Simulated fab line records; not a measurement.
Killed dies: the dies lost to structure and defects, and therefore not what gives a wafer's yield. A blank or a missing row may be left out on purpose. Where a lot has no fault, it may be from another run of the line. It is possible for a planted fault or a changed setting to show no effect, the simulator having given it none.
fab line records	flow nandHarc	part 2 of 2: steps 4 to 6 of 6
[record] lots = 23	wafers = 69	lastDay = 33
route steps=1302 shown A_STAIRCASE@768
lots with no fault: from the same line, run without faults
startH: start of the lot's first displayed wafer, in hours after the record's first day	waitH: how many hours have passed since the lot's step before this one	" repeats the value in the row above	L1.1+2: a single row standing in for several wafers	- no value present, or no start provided	* or withheld: withheld	< > ~ a bound
route shown NAME@n: names a module that has steps shown in the file, with the first one's number in the route	usual: mean and standard deviation over wafers with no fault	same: alike in all rows	chamber/n: place in a boat	sites: each site's reading	_std_site: standard deviation across them	_edge_site: inner sites' mean taken away from outer sites' mean	radiusMm: for every site, how far away it sits from the centre of the wafer	mask NAME#n: copy n	behind: the tool/chamber that last shaped the wafer	hold: cause of the lot's hold/its duration in hours/its outcome	device: the n, p or np transistor that did not switch	end of line: tests run on the same wafers once the route is complete	a step with no rows: only its recipe	killed: the dies lost at the first sort to structure and to defects; this is not the yield of the wafer	map: a wafer's dies, x killed, . not, _ none there
set.NAME: the run value of the setting; set.NAME@STEP: its run value at that earlier step	model.NAME: the simulator's own value behind a step, which no gauge read
a sample of lots followed through the steps of the route, with each step as a table and each wafer as a row
services: the hour from which a tool's chamber was out of use, counted from the record's first day as startH (under 0 if before that day), plus the number of hours and why
[[steps]]
[step NHARC_A_STAIRCASE_HM_OPEN_460]
[recipe] o2FlowSccm = 400	cosFlowSccm = 20	arFlowSccm = 0	rfW = 500	biasW = 300	chemistry = O2/COS
[usual] drypumpMotorCurrentA = 5.9/0.41	oesProductAu = 1.004/0.0099	rfVppV = 467.1/2.5	showerheadPlenumPTorr = 3.12/0.12	throttleValvePct = 28.331/0.0092
lot.wafer	tool	chamber	startH	waitH	drypumpMotorCurrentA	oesProductAu	rfHoursCounterH	rfVppV	showerheadPlenumPTorr	throttleValvePct
L074.3	rieDiel-07	3	-	-	6.0	0.997	24	466.8	3.08	28.325
L074.2	"	2	"	"	5.8	0.996	26	462.3	2.93	28.342
L074.5	"	0	"	"	5.1	1.012	-	465.4	3.06	28.316
L075.3	rieDiel-11	0	-	-	5.3	0.989	41	471.9	3.32	28.327
L075.2	"	1	"	"	6.4	1.002	41	469.1	3.19	28.329
L075.5	"	0	"	"	5.3	1.007	-	472.0	3.32	28.311
L076.3	rieDiel-11	3	-	-	6.3	1.012	43	469.1	3.21	28.326
L076.5	"	3	"	"	6.3	1.007	-	469.1	3.21	28.329
L076.6	"	0	"	"	5.3	1.001	-	471.3	3.32	28.328
L077.2	rieDiel-11	3	-	-	6.3	1.014	53	467.7	3.21	28.322
L077.4	"	0	"	"	5.3	1.001	53	471.6	3.31	28.340
L077.6	"	1	"	"	6.4	1.000	-	468.0	3.18	28.343
L078.3	rieDiel-11	2	-	-	5.6	1.009	50	464.8	2.99	28.325
L078.4	"	0	"	"	5.3	1.002	54	470.8	3.31	28.334
L078.5	"	2	"	"	5.6	1.002	-	464.4	2.99	28.313
L079.2	rieDiel-10	1	-	-	6.2	0.990	46	464.8	3.04	28.343
L079.6	"	0	"	"	6.3	1.002	-	467.5	3.08	28.320
L079.5	"	1	"	"	6.2	0.987	-	464.7	3.04	28.356
L080.3	rieDiel-10	0	-	-	6.3	1.026	2	467.3	3.08	28.342
L080.4	"	1	"	"	6.1	0.989	1	466.1	3.04	28.333
L080.6	"	0	"	"	6.3	1.022	-	465.8	3.08	28.340
L082.2	rieDiel-07	0	-	-	5.1	1.003	36	464.1	3.05	28.329
L082.4	"	1	"	"	6.3	0.992	45	466.2	3.12	28.323
L082.5	"	3	"	"	6.0	1.007	-	465.7	3.06	28.326
L081.4	rieDiel-11	1	-	-	6.4	1.023	3	469.1	3.18	28.342
L081.2	"	2	"	"	5.5	1.018	4	462.5	2.99	28.328
L081.6	"	0	"	"	5.3	0.997	-	470.5	3.31	28.320
L084.4	rieDiel-07	2	-	-	5.7	0.977	54	462.5	2.92	28.332
L084.3	"	0	"	"	5.1	0.996	38	466.5	3.05	28.324
L084.6	"	2	"	"	5.8	0.983	-	464.8	2.92	28.331
L083.3	rieDiel-10	1	-	-	6.2	0.998	11	466.6	3.03	28.328
L083.2	"	2	"	"	5.5	1.011	9	471.6	3.37	28.326
L083.4	"	3	"	"	6.2	0.997	10	467.1	3.15	28.338
L085.2	rieDiel-10	2	-	-	5.5	1.012	16	472.2	3.36	28.343
L085.3	"	0	"	"	6.3	1.016	16	465.8	3.08	28.330
L085.5	"	2	"	"	5.5	1.015	-	471.6	3.36	28.332
L088.3	rieDiel-10	2	-	-	5.5	1.014	25	472.5	3.36	28.331
L088.2	"	3	"	"	6.1	1.015	23	469.4	3.15	28.355
L088.6	"	1	"	"	6.1	1.009	-	466.3	3.03	28.330
L087.3	rieDiel-10	0	-	-	6.3	1.008	25	466.6	3.07	28.329
L087.4	"	3	"	"	6.2	1.008	23	466.6	3.15	28.329
L087.6	"	1	"	"	6.1	1.009	-	464.1	3.03	28.332
L089.4	rieDiel-07	0	-	-	5.1	0.995	13	465.1	3.04	28.343
L089.2	"	2	"	"	5.8	0.991	11	464.2	2.91	28.311
L089.3	"	3	"	"	6.0	1.004	9	464.9	3.06	28.331
L090.4	rieDiel-10	0	-	-	6.3	1.010	36	465.4	3.07	28.330
L090.6	"	0	"	"	6.3	1.010	-	466.0	3.07	28.324
L090.5	"	1	"	"	6.2	0.997	-	465.3	3.02	28.332
L091.3	rieDiel-11	2	-	-	5.6	1.004	33	464.8	2.97	28.333
L091.4	"	1	"	"	6.4	1.026	36	466.8	3.16	28.342
L091.5	"	2	"	"	5.6	1.005	-	463.6	2.97	28.345
L092.4	rieDiel-11	3	-	-	6.3	1.001	36	468.9	3.18	28.329
L092.3	"	0	"	"	5.3	1.018	39	471.0	3.29	28.330
L092.5	"	2	"	"	5.6	1.001	-	464.4	2.97	28.320
L093.1	rieDiel-11	0	-	-	5.3	1.015	40	469.8	3.29	28.336
L093.6	"	2	"	"	5.5	1.008	-	462.7	2.97	28.323
L093.5	"	3	"	"	6.3	1.004	-	467.0	3.18	28.330
L094.3	rieDiel-10	1	-	-	6.1	0.996	50	464.5	3.02	28.327
L094.1	"	3	"	"	6.2	1.009	43	466.7	3.14	28.331
L094.6	"	0	"	"	6.3	1.003	-	467.1	3.06	28.332
L095.1	rieDiel-10	1	-	-	6.1	0.997	55	464.4	3.01	28.349
L095.4	"	3	"	"	6.1	1.018	-	466.4	3.13	28.323
L095.5	"	1	"	"	6.2	0.995	-	465.0	3.01	28.334
L096.4	rieDiel-10	3	-	-	6.1	1.010	51	468.2	3.13	28.326
L096.2	"	0	"	"	6.3	0.997	54	465.6	3.06	28.315
L096.5	"	2	"	"	5.5	1.007	-	473.0	3.35	28.331
L097.3	rieDiel-10	1	-	-	6.1	0.986	59	465.0	3.01	28.324
L097.1	"	3	"	"	6.2	1.000	52	467.5	3.13	28.335
L097.5	"	0	"	"	6.3	1.013	-	465.8	3.06	28.325
[step NHARC_A_STAIRCASE_ETCH_294]
[recipe] targetDepthA = 49890	timeS = 1211.6	ionEnergyEv = 800	c4f8FlowSccm = 80	o2FlowSccm = 60	arFlowSccm = withheld	rfW = 600	biasW = 3000	chemistry = C4F8/O2/Ar
[usual] oesProductAu = 0.937/0.012	rfVppV = 1827/9.9
lot.wafer	tool	chamber	startH	waitH	oesProductAu	rfHoursCounterH	rfVppV
L074.3	rieDiel-07	3	-	-	0.930	24	1822
L074.2	"	1	"	"	0.913	25	1830
L074.5	"	2	"	"	0.909	-	1811
L075.3	rieDiel-11	2	-	-	0.961	42	1816
L075.2	"	3	"	"	0.956	43	1835
L075.5	"	3	"	"	0.949	-	1835
L076.3	rieDiel-11	3	-	-	0.948	43	1835
L076.6	"	2	"	"	0.951	-	1817
L076.5	"	3	"	"	0.959	-	1836
L077.2	rieDiel-11	1	-	-	0.930	54	1832
L077.4	"	3	"	"	0.940	53	1835
L077.6	"	2	"	"	0.926	-	1816
L078.4	rieDiel-11	1	-	-	0.929	55	1832
L078.3	"	3	"	"	0.954	54	1833
L078.5	"	2	"	"	0.937	-	1817
L079.2	rieDiel-10	0	-	-	0.933	56	1823
L079.6	"	0	"	"	0.943	-	1823
L079.5	"	1	"	"	0.927	-	1820
L080.3	rieDiel-10	0	-	-	0.947	2	1824
L080.4	"	1	"	"	0.923	2	1821
L080.6	"	0	"	"	0.950	-	1824
L082.4	rieDiel-07	0	-	-	0.918	36	1821
L082.2	"	1	"	"	0.928	46	1828
L082.5	"	0	"	"	0.921	-	1821
L081.2	rieDiel-11	0	-	-	0.939	4	1842
L081.4	"	1	"	"	0.957	4	1830
L081.6	"	1	"	"	0.957	-	1832
L084.4	rieDiel-07	1	-	-	0.924	47	1828
L084.3	"	3	"	"	0.940	53	1821
L084.6	"	1	"	"	0.923	-	1827
L083.4	rieDiel-10	0	-	-	0.948	10	1823
L083.3	"	2	"	"	0.946	10	1845
L083.2	"	3	"	"	0.936	10	1830
L085.2	rieDiel-10	0	-	-	0.944	16	1824
L085.3	"	1	"	"	0.914	19	1819
L085.5	"	3	"	"	0.929	-	1831
L088.2	rieDiel-10	1	-	-	0.924	28	1818
L088.3	"	3	"	"	0.947	23	1829
L088.6	"	2	"	"	0.942	-	1846
L087.4	rieDiel-10	0	-	-	0.930	25	1821
L087.3	"	1	"	"	0.918	29	1820
L087.6	"	1	"	"	0.929	-	1818
L089.3	rieDiel-07	3	-	-	0.943	9	1822
L089.2	"	1	"	"	0.933	15	1826
L089.4	"	2	"	"	0.941	11	1808
L090.4	rieDiel-10	0	-	-	0.923	37	1821
L090.6	"	2	"	"	0.953	-	1846
L090.5	"	3	"	"	0.936	-	1828
L091.3	rieDiel-11	0	-	-	0.941	38	1840
L091.4	"	3	"	"	0.919	36	1833
L091.5	"	1	"	"	0.948	-	1831
L092.3	rieDiel-11	1	-	-	0.953	37	1831
L092.4	"	2	"	"	0.940	34	1815
L092.5	"	1	"	"	0.956	-	1830
L093.1	rieDiel-11	1	-	-	0.946	38	1830
L093.6	"	1	"	"	0.945	-	1831
L093.5	"	2	"	"	0.934	-	1815
L094.3	rieDiel-10	3	-	-	0.949	44	1829
L094.1	"	1	"	"	0.921	50	1818
L094.6	"	3	"	"	0.941	-	1828
L095.1	rieDiel-10	3	-	-	0.935	49	1829
L095.4	"	1	"	"	0.915	-	1818
L095.5	"	0	"	"	0.935	-	1823
L096.4	rieDiel-10	3	-	-	0.949	51	1828
L096.2	"	2	"	"	0.960	52	1845
L096.5	"	0	"	"	0.945	-	1822
L097.3	rieDiel-10	2	-	-	0.960	53	1844
L097.1	"	1	"	"	0.934	59	1818
L097.5	"	3	"	"	0.962	-	1827
[step NHARC_A_STAIRCASE_ALD_420]
[recipe] targetThkA = 200	pulseTimeS = 6	aldCycles = 200	tempC = 300	material = SiO2
[usual] heaterPowerW = 480/46	precursorPulseHeightRel = 1.001/0.018
lot.wafer	tool	chamber	startH	waitH	heaterPowerW	precursorPulseHeightRel
L074.3	aldHk-01	1	393.78	-	431	0.971
L074.2	"	2	"	"	590	1.007
L074.5	"	1	"	"	448	1.032
L075.2	aldHk-04	2	395.84	-	445	0.990
L075.3	"	0	"	"	486	0.999
L075.5	"	2	"	"	442	1.015
L076.3	aldHk-04	1	399.72	-	472	1.008
L076.5	"	1	"	"	471	1.003
L076.6	"	2	"	"	444	0.987
L077.2	aldHk-03	1	434.44	0.3	417	1.015
L077.4	"	3	"	"	566	1.021
L077.6	"	0	"	"	479	0.991
L078.3	aldHk-01	1	434.56	-	420	1.019
L078.4	"	2	"	"	583	0.998
L078.5	"	0	"	"	490	1.013
L079.2	aldHk-01	3	436.65	-	457	1.019
L079.5	"	0	"	"	492	0.994
L079.6	"	1	"	"	425	1.022
L080.3	aldHk-04	0	453.53	-	489	1.010
L080.4	"	2	"	"	458	0.990
L080.6	"	0	"	"	497	0.984
L082.4	aldHk-03	1	471.15	-	423	0.991
L082.2	"	3	"	"	566	0.978
L082.5	"	2	"	"	531	0.985
L081.2	aldHk-04	3	471.45	-	478	0.994
L081.4	"	0	"	"	503	0.988
L081.6	"	1	"	"	444	0.980
L084.4	aldHk-04	1	480.93	-	455	1.010
L084.3	"	2	"	"	450	0.984
L084.6	"	3	"	"	465	0.989
L083.4	aldHk-03	0	481.40	-	478	1.018
L083.3	"	1	"	"	418	1.025
L083.2	"	2	"	"	527	0.992
L085.2	aldHk-04	2	509.00	-	439	0.969
L085.3	"	1	"	"	447	1.021
L085.5	"	3	"	"	468	0.983
L088.3	aldHk-01	3	529.59	-	423	1.042
L088.2	"	1	"	"	455	1.006
L088.6	"	3	"	"	420	0.998
L087.3	aldHk-03	2	529.73	-	534	1.025
L087.4	"	3	"	"	577	0.991
L087.6	"	1	"	"	435	1.000
L089.4	aldHk-04	1	535.51	-	454	0.994
L089.3	"	2	"	"	451	0.999
L089.2	"	3	"	"	478	0.981
L090.4	aldHk-01	1	556.49	-	448	1.016
L090.6	"	2	"	"	593	0.997
L090.5	"	3	"	"	428	1.032
L091.4	aldHk-04	1	565.12	-	458	1.000
L091.3	"	3	"	"	469	0.986
L091.5	"	2	"	"	463	1.012
L093.1	aldHk-04	3	575.31	-	467	1.024
L093.5	"	2	"	"	458	0.984
L093.6	"	3	"	"	482	1.018
L092.3	aldHk-03	2	578.24	-	545	1.019
L092.4	"	1	"	"	412	1.022
L092.5	"	2	"	"	537	1.015
L094.1	aldHk-01	2	583.01	-	564	1.004
L094.3	"	3	"	"	427	0.989
L094.6	"	0	"	"	516	0.987
L095.1	aldHk-03	3	600.06	-	570	1.029
L095.4	"	0	"	"	502	1.011
L095.5	"	2	"	"	529	1.016
L096.4	aldHk-04	3	608.02	-	485	1.031
L096.2	"	0	"	"	502	0.997
L096.5	"	2	"	"	443	0.983
L097.3	aldHk-03	1	611.31	-	432	0.985
L097.1	"	2	"	"	534	1.018
L097.5	"	1	"	"	411	1.013
[[services]]
tool	chamber	startH	hours	kind
rieDiel-07	2	347.87	6.1	repair
rieDiel-11	-	351.69	0.6	repair
rieDiel-10	1	355.09	12.8	repair
rieDiel-10	0	355.58	-	clean
aldHk-03	-	360.29	0.5	repair
aldHk-03	-	390.00	10.0	pm
rieDiel-11	2	395.11	2.1	repair
rieDiel-10	-	425.53	9.0	pm
plasmaAsher-02	-	426.21	9.0	pm
aldHk-04	-	434.18	10.0	pm
rieDiel-11	-	434.90	9.0	pm
rieDiel-10	2	450.87	4.9	repair
rieDiel-07	-	453.36	0.3	repair
rieDiel-07	1	458.45	2.3	repair
rieDiel-07	1	461.42	3.5	repair
rieDiel-07	-	473.11	9.0	pm
plasmaAsher-01	-	520.15	9.0	pm
aldHk-04	-	533.11	0.9	repair
aldHk-03	-	568.00	10.0	pm
rieDiel-10	2	582.99	5.5	repair
plasmaAsher-01	-	590.30	2.9	repair
aldHk-03	-	598.74	0.6	repair
rieDiel-10	-	602.53	9.0	pm
plasmaAsher-02	-	603.21	9.0	pm
